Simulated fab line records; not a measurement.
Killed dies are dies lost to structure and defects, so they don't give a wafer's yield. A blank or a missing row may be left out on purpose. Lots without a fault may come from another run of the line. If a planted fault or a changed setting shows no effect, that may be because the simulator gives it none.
One fault through the eyes of 2 desks    flow n5 finfet    what lay behind the numbers comes last; until then each desk has only its own

AT THE METROLOGY DESK
What the gauges read for every lot (on any tool): the sampled wafers with a number, averaged. Marked OUT: a lot whose mean sits more than 4 standard deviations from the usual mean, which makes it out of limits; the brackets give that distance. 7 of its 12 readings are shown, namely those furthest out on some lot.
Columns: A = trench depth nm at N5_BEOL_M1_OCD_MEAS_38, usual 55.4 nm; B = DIBL_P at N5_BEOL_M4_RC_MEAS_101, usual 37.3 mV/V; C = IOFF_N at N5_BEOL_M4_RC_MEAS_101, usual 0.16 nA/um; D = ION_N at N5_BEOL_M4_RC_MEAS_101, usual 673 uA/um; E = SS_P at N5_BEOL_M4_RC_MEAS_101, usual 73.4 mV/dec; F = VT_N at N5_BEOL_M4_RC_MEAS_101, usual 250 mV; G = VT_P at N5_BEOL_M4_RC_MEAS_101, usual -250 mV
lot   first seen here  A     B     C     D    E     F    G
L589  day 6 12:49      55.0  38.7  0.16  670  74.0  250  -255
L594  day 7 14:38      55.6  38.4  0.17  668  73.5  248  -250
L595  day 7 22:41      54.7  38.0  0.18  672  73.5  248  -249
L597  day 8 08:25      56.7  42.4  0.24  693  75.0  244  -248
L599  day 9 02:22      54.4  37.6  0.15  671  73.3  250  -249
L601  day 9 12:58      55.2  38.2  0.19  685  73.8  245  -248
L600  day 9 13:01      54.9  36.9  0.16  672  73.0  251  -245
L604  day 10 01:34     53.5  35.8  0.15  676  73.5  251  -251
L611  day 12 04:39     55.5  36.8  0.14  662  73.2  253  -251
Result from this desk: across the 9 lots, nothing is out of limits.

THE TOOL OWNER'S DESK: rie diel-04
The tool's own readings at N5_BEOL_M1_TRENCH_ETCH_37 (etches SiOC in C4F6/O2, target depth 55.207 nm, time 29 s): means of the sampled wafers that have a number, for each lot that ran on this tool. Marked OUT: a lot whose mean sits more than 4 standard deviations from the usual mean, which makes it out of limits; the brackets give that distance.
Columns: A = drypump motor current A at N5_BEOL_M1_TRENCH_ETCH_37, usual 5.6 A; B = oes product au at N5_BEOL_M1_TRENCH_ETCH_37, usual 0.79 a.u.; C = rf vpp V at N5_BEOL_M1_TRENCH_ETCH_37, usual 666 V; D = run length s at N5_BEOL_M1_TRENCH_ETCH_37, usual 52.2 s; E = showerhead plenum p Torr at N5_BEOL_M1_TRENCH_ETCH_37, usual 2.82 Torr; F = throttle valve pct at N5_BEOL_M1_TRENCH_ETCH_37, usual 20.82 %
lot   first seen here  A    B     C    D     E     F
L589  day 6 18:05      5.0  0.70  673  52.7  2.78  20.90
L594  day 7 21:23      5.9  0.81  661  52.2  2.78  20.95
L599  day 9 12:22      5.4  0.84  674  51.9  3.04  20.44
L604  day 10 04:13     5.7  0.84  666  50.7  2.94  20.62
Result from this desk: across the 4 lots, nothing is out of limits.

TAKEN TOGETHER
Metrology desk: nothing out of limits seen.
The desk of the tool owner found nothing out of limits.

WHAT THE SIMULATOR HAD PUT IN
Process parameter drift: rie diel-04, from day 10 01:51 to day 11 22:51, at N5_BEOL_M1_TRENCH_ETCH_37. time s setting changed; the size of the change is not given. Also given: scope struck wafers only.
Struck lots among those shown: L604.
